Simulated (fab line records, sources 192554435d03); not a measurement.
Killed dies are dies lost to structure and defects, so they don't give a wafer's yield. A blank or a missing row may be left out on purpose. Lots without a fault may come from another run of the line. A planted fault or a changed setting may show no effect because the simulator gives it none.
Split-lot experiment | flow n5_finfet | 7 lots, 39 wafers read, on a route of 1938 steps

THE SPLIT
At N5_FIN_CUT_CUT_ETCH_26 (etches SiNx in CH3F/O2, target depth 39 nm, time 55.7 s), the setting target_depth_a was moved away from the recipe's 390 angstrom on 15 of the 39 wafers read, by -48.3% to +39.2%. The other wafers ran this setting at the recipe's value.

FROM THE SPLIT TO THE READING: what the file shows between them, 2 steps
- N5_FIN_CUT_CUT_ETCH_27: etches SiO2 in CHF3/O2, target depth 4 nm, overetch 2 nm, time 4.9 s
- N5_FIN_CUT_PRECLEAN_35: cleans in vHF, time 13.3 s

THE READING
SOC_of_FIN_CUT_COAT_18.thk_nm (the simulator's own value, which no gauge read), in nm, at N5_FIN_CUT_CUT_ETCH_15 (etches Si in HBr/Cl2/O2, target depth 100 nm, bt time 10 s, time 42.4 s). The file gives no usual value for it. The 24 wafers here that ran the recipe average 170.6 nm, standard deviation 0.66 nm.

wafer  | tool, chamber at the split | target_depth_a as run, angstrom | against the recipe | SOC_of_FIN_CUT_COAT_18.thk_nm, nm | against lot-mates on the recipe
L074.1 | rie_diel-03, 0             | 481.6                           | +23.5%             | 166                               | -5.3
L074.2 | rie_diel-03, 2             | 481.6                           | +23.5%             | 166.8                             | -4.5
L074.3 | rie_diel-03, 3             | 390                             | recipe             | 171.4                             | -
L074.5 | rie_diel-03, 1             | 390                             | recipe             | 171.4                             | -
L074.4 | rie_diel-03, 1             | 481.6                           | +23.5%             | 166.6                             | -4.7
L074.6 | rie_diel-03, 2             | 390                             | recipe             | 171                               | -
L076.1 | rie_diel-05, 3             | 390                             | recipe             | 171.2                             | -
L076.2 | rie_diel-05, 0             | 390                             | recipe             | 171                               | -
L076.3 | rie_diel-05, 1             | 542.9                           | +39.2%             | 164.2                             | -7.0
L076.4 | rie_diel-05, 1             | 542.9                           | +39.2%             | 163.6                             | -7.6
L076.5 | rie_diel-05, 3             | 542.9                           | +39.2%             | 163.6                             | -7.6
L076.6 | rie_diel-05, 0             | 390                             | recipe             | 171.4                             | -
L078.1 | rie_diel-03, 0             | 390                             | recipe             | 171.6                             | -
L078.2 | rie_diel-03, 1             | 390                             | recipe             | 170.4                             | -
L078.5 | rie_diel-03, 0             | 390                             | recipe             | 170.4                             | -
L078.3 | rie_diel-03, 2             | 390                             | recipe             | 170.8                             | -
L078.4 | rie_diel-03, 1             | 390                             | recipe             | 171.4                             | -
L078.6 | rie_diel-03, 2             | 390                             | recipe             | 170.6                             | -
L079.1 | rie_diel-03, 2             | 523.2                           | +34.2%             | 164                               | -6.1
L079.2 | rie_diel-03, 0             | 390                             | recipe             | 170.2                             | -
L079.3 | rie_diel-03, 1             | 390                             | recipe             | 170.2                             | -
L079.4 | rie_diel-03, 0             | 523.2                           | +34.2%             | 164.4                             | -5.7
L079.5 | rie_diel-03, 2             | 390                             | recipe             | 170                               | -
L079.6 | rie_diel-03, 1             | 523.2                           | +34.2%             | 164.2                             | -5.9
L091.1 | rie_diel-05, 0             | 205                             | -47.4%             | 179.2                             | +8.4
L091.2 | rie_diel-05, 3             | 390                             | recipe             | 171.2                             | -
L091.3 | rie_diel-05, 1             | 390                             | recipe             | 169.8                             | -
L091.4 | rie_diel-05, 1             | 205                             | -47.4%             | 178.6                             | +7.8
L091.5 | rie_diel-05, 3             | 390                             | recipe             | 171.4                             | -
L091.6 | rie_diel-05, 0             | 205                             | -47.4%             | 179.8                             | +9.0
L094.1 | rie_diel-01, 3             | 390                             | recipe             | 169.8                             | -
L094.6 | rie_diel-01, 1             | 390                             | recipe             | 169.8                             | -
L094.2 | rie_diel-01, 0             | 390                             | recipe             | 169.6                             | -
L094.3 | rie_diel-01, 1             | 201.8                           | -48.3%             | 179.2                             | +9.5
L094.4 | rie_diel-01, 2             | 201.8                           | -48.3%             | 178.6                             | +8.9
L094.5 | rie_diel-01, 0             | 201.8                           | -48.3%             | 178.8                             | +9.1
L097.2 | rie_diel-01, 2             | 390                             | recipe             | 169.4                             | -
L097.3 | rie_diel-01, 0             | 390                             | recipe             | 170.6                             | -
L097.5 | rie_diel-01, 3             | 390                             | recipe             | 170.6                             | -

THE FIT
A straight line over all 39 wafers: SOC_of_FIN_CUT_COAT_18.thk_nm changes by -0.177 nm for each +1% of target_depth_a; r = -0.99; the points scatter about the line by 0.59 nm.
The same after taking each lot's own level away (the mean of its wafers on the recipe; 39 wafers): -0.184 nm for each +1%; r = -1.00; scatter 0.44 nm.
On that fit, the largest move of target_depth_a shifts the reading by 8.9 nm.
The lots' own levels span 169.73 to 171.27 nm, that is 2.3 times the standard deviation above.
So the lot-to-lot level changes the slope little: the two slopes agree.
Check: with one of the wafers moved furthest among these (-48.3%) left out of the fit, the line predicts +8.78 nm for it against its lot-mates. It came out at +9.47 nm against them.

OTHER SPLITS ON THESE WAFERS
These wafers also went through other splits before the reading. Each is held against what the fit with the lots' levels taken away leaves over:
other split on the same wafers                 | wafers away from the commonest value | r with SOC_of_FIN_CUT_COAT_18.thk_nm (lot level and that fit taken away)
N5_PMOS_HMC_CHANNEL_EPI_HM_DEP_34 target_thk_a | 12                                   | +0.25

THE WHOLE CHAIN: every reading that the file lists as answering this split, in the file's order
step                   | what it does                                                            | reading                                                                        | change (the file's fit)               | r (the file's)
N5_FIN_CUT_CUT_ETCH_26 | etches SiNx in CH3F/O2, target depth 39 nm, time 55.7 s                 | etch.depth_nm (the simulator's own value, which no gauge read)                 | +0.391 nm for each +1% of the setting | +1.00
N5_FIN_CUT_CUT_ETCH_26 | etches SiNx in CH3F/O2, target depth 39 nm, time 55.7 s                 | SOC_of_FIN_CUT_COAT_18.thk_nm (the simulator's own value, which no gauge read) | -0.19 nm for each +1% of the setting  | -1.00
N5_FIN_CUT_CUT_ETCH_15 | etches Si in HBr/Cl2/O2, target depth 100 nm, bt time 10 s, time 42.4 s | SOC_of_FIN_CUT_COAT_18.thk_nm (the simulator's own value, which no gauge read) | -0.184 nm for each +1% of the setting | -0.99

THE FILE'S OWN FIT
SOC_of_FIN_CUT_COAT_18.thk_nm changes by -0.184 nm for each +1% of target_depth_a, r = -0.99.
